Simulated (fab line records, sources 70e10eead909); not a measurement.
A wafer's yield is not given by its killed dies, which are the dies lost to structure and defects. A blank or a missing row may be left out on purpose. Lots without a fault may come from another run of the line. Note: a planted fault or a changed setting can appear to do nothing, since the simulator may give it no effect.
Code-filled problem report in 8D (eight disciplines) form ; flow nand_harc ; the parts of the form that need people (team, actions taken, sign-off) are left out

## 1. WHAT IS WRONG
Mean of thk_nm at NHARC_A_ONON_D2_THK_MEAS_02: 1120 nm across 6 wafers in 2 lots; on wafers with no fault it is 998 nm (standard deviation 9.4). That puts it +13 standard deviations away from the usual mean.
The step: measures by ellipsometry.
Seen first at day 15 04:57 on film_metro-02, wafer L346.1. The record has a number at this step for 42 wafers belonging to 14 lots. The rule behind "out" and "out of limits": a value lying over 4 standard deviations away from the usual mean. The rest of the wafers with a number are treated as sound.

## 2. WHAT IT IS; WHAT IT IS NOT
question;is;is not
which readings at this step;thk_nm;-
which lots;L346, L347;L340, L341, L342, L344, L355, L356, L357, L358, L359, L360, L361, L362
which wafers of those lots;all that have a number;-
read on which gauges;film_metro-01, film_metro-02;-
when;from day 15 04:57;"up to then (12 sound wafers); but 24 sound wafers of L355, L356, L357, L358, L359, L360, L361, L362 came after"

## 3. THE SUSPECTS, EACH WITH WHAT RULES IT OUT
Counting: a tool stays on the suspect list if, at a process step up to the reading, it processed all lots that are out and no sound lot following the first of them.
- the gauge at NHARC_A_ONON_D2_THK_MEAS_02: ruled out. 2 gauges (film_metro-01, film_metro-02) read the wafers that are out.
- ald_hk-01 at NHARC_A_CHANNEL_FILL_D1_ALD_16 (deposits SiO2, target thk 1.5 nm, pulse time 10 s, ald cycles 15): ruled out as a lasting fault. The sound lots L355, L360, L362 went through it after L346, its earliest lot that is out (day 11 23:36).
- pecvd_onon-02 at NHARC_A_ONON_D2_DEP_00 (target thk 1000 nm): ruled out as a lasting fault. The sound lots L355, L356, L358, L359, L360, L361 went through it after L346, its earliest lot that is out (day 15 04:26).
Left after counting: nothing in the record.

## 4. THE CAUSE (what the simulator had put in)
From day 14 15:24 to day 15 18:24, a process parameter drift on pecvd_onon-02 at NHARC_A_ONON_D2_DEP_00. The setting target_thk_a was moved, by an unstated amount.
The count ruled it out by mistake, since the rule takes a fault to strike every lot its tool runs from the start of the fault on, and this one did not do so.

## 5. SEQUENCE OF EFFECTS, ordered by route
One row per reading whose mean, taken over the struck wafers that have a number, lies over 3 standard deviations from the usual. Readings are gone through only where the record gives a usual standard deviation; hours: the median, over the lots, of the time from a lot's start at the first step in this table giving one to that lot's start at this step; sigmas: the change measured in usual standard deviations.
hours;step;reading;usual;on struck wafers;change;sigmas
0;NHARC_A_ONON_D2_THK_MEAS_02;thk_nm;998 nm;1120;+122;+13

## 6. HOW IT WOULD HAVE BEEN CAUGHT EARLIER
Counted from the fault's start at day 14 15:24, it took 14 hours until the first out-of-limits reading at a measuring or inspecting step in this record, taken at day 15 04:57.
No tool reading at NHARC_A_ONON_D2_DEP_00 that has a usual standard deviation in the record was out on any struck wafer, so an alarm limit of 4 standard deviations on those readings would not have fired.
